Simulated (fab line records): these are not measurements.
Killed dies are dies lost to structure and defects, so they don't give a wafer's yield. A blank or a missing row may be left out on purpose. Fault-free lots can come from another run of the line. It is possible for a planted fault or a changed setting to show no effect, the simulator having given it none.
Problem report, 8D (eight disciplines) form, completed by code + flow n5-finfet + the parts of the form that need people (team, actions taken, sign-off) are left out

1. PROBLEM STATEMENT
Wafers without a fault read 60.9 nm, standard deviation 1.3; thk-nm at N5_SD_EPI_P_EPI_MEAS_23 reads a mean of 15.7 nm on 6 wafers belonging to 2 lots. Measured from the usual mean, that is -35 standard deviations.
First observed at day 7 09:09: wafer L762.2, on film-metro-01. At this step, 41 wafers from 14 lots have a number in the record. Rule for "out" (also "out of limits"): further than 4 standard deviations from the usual mean. All remaining wafers that have a number are taken as sound.

2. WHAT IT IS, WHAT IT ISN'T
| question                    | is                           | is not                                                                 |
|-----------------------------|------------------------------|------------------------------------------------------------------------|
| which readings at this step | thk-nm                       | -                                                                      |
| which lots                  | L762, L763                   | L747, L748, L749, L750, L752, L753, L754, L755, L756, L758, L759, L766 |
| which wafers of those lots  | all that have a number       | -                                                                      |
| read on which gauges        | film-metro-01, film-metro-02 | -                                                                      |
| when                        | from day 7 09:09             | up to then (32 sound wafers); but 3 sound wafers of L766 came after    |

3. SUSPECTS, AND WHAT RULES EACH OUT
Counting: a tool at any process step up to the reading remains a suspect when it ran all the lots that are out and ran no sound lot after the first of those.
- ruled out: the gauge at N5_SD_EPI_P_EPI_MEAS_23. The wafers that are out were read on 2 gauges (film-metro-01, film-metro-02).
- plasma-asher-01 at N5_SD_EPI_N_STRIP_38 (strips in N2/H2): kept. It ran every lot that is out, first L762 (day 7 01:45), and no sound lot after that; its last sound lot up to then is L759 (day 6 12:22).
- epi-rpcvd-04 at N5_SD_EPI_P_PRECLEAN_51 (cleans in NF3:NH3, afs cycles 1, time 20 s, sublimation time 60 s): kept. It ran every lot that is out, first L762 (day 7 06:37), and no sound lot after that; its last sound lot up to then is L759 (day 6 17:07).
Left after counting: plasma-asher-01 at N5_SD_EPI_N_STRIP_38, epi-rpcvd-04 at N5_SD_EPI_P_PRECLEAN_51.

4. THE CAUSE (what the simulator had put in)
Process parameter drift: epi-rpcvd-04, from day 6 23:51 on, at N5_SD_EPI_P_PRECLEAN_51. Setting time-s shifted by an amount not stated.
This tool is one of the 2 suspects left after counting.

5. SEQUENCE OF EFFECTS, ordered by route
Rows list readings where the struck wafers' mean (over those with a number) sits beyond 3 standard deviations from the usual. Only readings for which the record gives a usual standard deviation are gone through. hours: the time from each lot's start at the first step in this table that gives one to its start at this step, as a median over the lots. sigmas: the change in usual standard deviations.
| hours | step                    | reading | usual   | on struck wafers | change | sigmas |
|-------|-------------------------|---------|---------|------------------|--------|--------|
| 0     | N5_SD_EPI_P_EPI_MEAS_23 | thk-nm  | 60.9 nm | 15.7             | -45.2  | -35    |

6. HOW IT WOULD HAVE BEEN CAUGHT EARLIER
The first out-of-limits reading at a measuring or inspecting step in this record came at day 7 09:09, 9 hours after the fault's start at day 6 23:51.
L763, from the lots that are out (2), started N5_SD_EPI_P_PRECLEAN_51 on epi-rpcvd-04 later than day 7 09:09. Had the tool been put on hold then, it would have been spared.
